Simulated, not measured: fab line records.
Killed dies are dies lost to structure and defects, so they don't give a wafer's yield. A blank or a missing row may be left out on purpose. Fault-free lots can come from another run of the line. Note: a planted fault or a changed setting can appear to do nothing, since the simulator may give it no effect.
Which tool was responsible?    flow n5Finfet    36 wafers sampled from 12 lots at 1 step of a route of 1938

== WHAT EACH GAUGE READ, for each wafer ==
N5_BEOL_M12_INSPECT_55: inspects for defects (darkfield).
lot   measured      on                rawDefectCount
L075  day 11 19:47  defectInspect-02  97 97 137
L079  day 12 05:49  defectInspect-02  50 45 45
L077  day 12 12:01  defectInspect-02  84 51 55
L083  day 13 05:56  defectInspect-02  76 93 124
L082  day 13 09:37  defectInspect-02  95 97 75
L085  day 14 00:46  defectInspect-01  50 76 65
L086  day 14 22:18  defectInspect-01  48 68 51
L088  day 15 07:59  defectInspect-01  61 73 38
L090  day 15 13:21  defectInspect-01  123 93 93
L092  day 16 11:47  defectInspect-01  89 105 88
L095  day 17 01:26  defectInspect-02  85 158 62
L097  day 17 07:35  defectInspect-01  90 103 74

== EACH LOT AND THE TOOL THAT RAN IT (in order: tool; ch and the chambers of the sampled wafers; start) ==
Record: no process step prior to these readings.

== THE ANSWER, worked out from the rows above alone ==
Rule: the usual values come from the lots themselves. The widest of any qualifying gaps counts: lots, ordered by their means at a reading, are off when they make up no more than a third of the lots, leave a main group of 4 or more, and stand apart from it by 3 or more times the standard deviation of that group's means. A main group is skipped when, at the precision printed for the reading in the tables above, its means are all equal. A lot without any number at a reading at which 4 lots or more have one is off too. All remaining lots with rows at the step are treated as sound.
Nothing can be told from this: no lot is off at any reading shown.

== WHAT WAS PUT IN BY THE SIMULATOR ==
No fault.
